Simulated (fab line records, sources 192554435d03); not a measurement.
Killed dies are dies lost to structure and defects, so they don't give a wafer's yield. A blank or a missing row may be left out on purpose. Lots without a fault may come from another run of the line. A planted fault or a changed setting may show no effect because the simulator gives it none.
Chamber matching | flow n5_finfet | N5_BEOL_M0_CO_CAP_123 on cvd_co-01: 3 sister chambers
The step material Co, precursor CCTBA/H2, target thk 2 nm, time 102.1 s. 6 wafers are shown with their chamber, then 8 later ones without.

WAFERS WITH THEIR CHAMBER
wafer  | chamber | heater_power_w (W)
L455.4 | 1       | 213
L460.5 | 2       | 243
L461.3 | 1       | 213
L461.4 | 0       | 236
L461.6 | 2       | 237
L465.1 | 0       | 227

WAFERS WITHOUT THEIR CHAMBER
wafer  | heater_power_w (W)
L465.2 | 215
L465.5 | 239
L466.1 | 208
L466.3 | 235
L466.4 | 207
L467.2 | 234
L467.3 | 238
L467.6 | 243

WHICH CHAMBER EACH WENT THROUGH
wafer  | from the rows above     | in truth
L465.2 | 1                       | 1
L465.5 | can't be placed: 2 or 0 | 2
L466.1 | 1                       | 1
L466.3 | can't be placed: 0 or 2 | 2
L466.4 | 1                       | 1
L467.2 | can't be placed: 0 or 2 | 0
L467.3 | can't be placed: 2 or 0 | 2
L467.6 | can't be placed: 2 or 0 | 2
Placed correctly: 3 of 8. Can't be placed from these rows: 5 (the true chamber is among the candidates in 5). Placed wrongly: 0.
How it was worked out, from the rows above alone: a wafer's distance from a chamber is the root of the sum, over the readings, of the square of ((its reading less the chamber's mean) divided by the reading's scatter). The wafer belongs to the nearest chamber; if the next one is less than 2 further off, it can't be placed. A chamber's mean is the mean of its shown wafers. The scatter: the root of (the sum of the squares of (reading less its chamber's mean) over the shown wafers, divided by (wafers less chambers)).
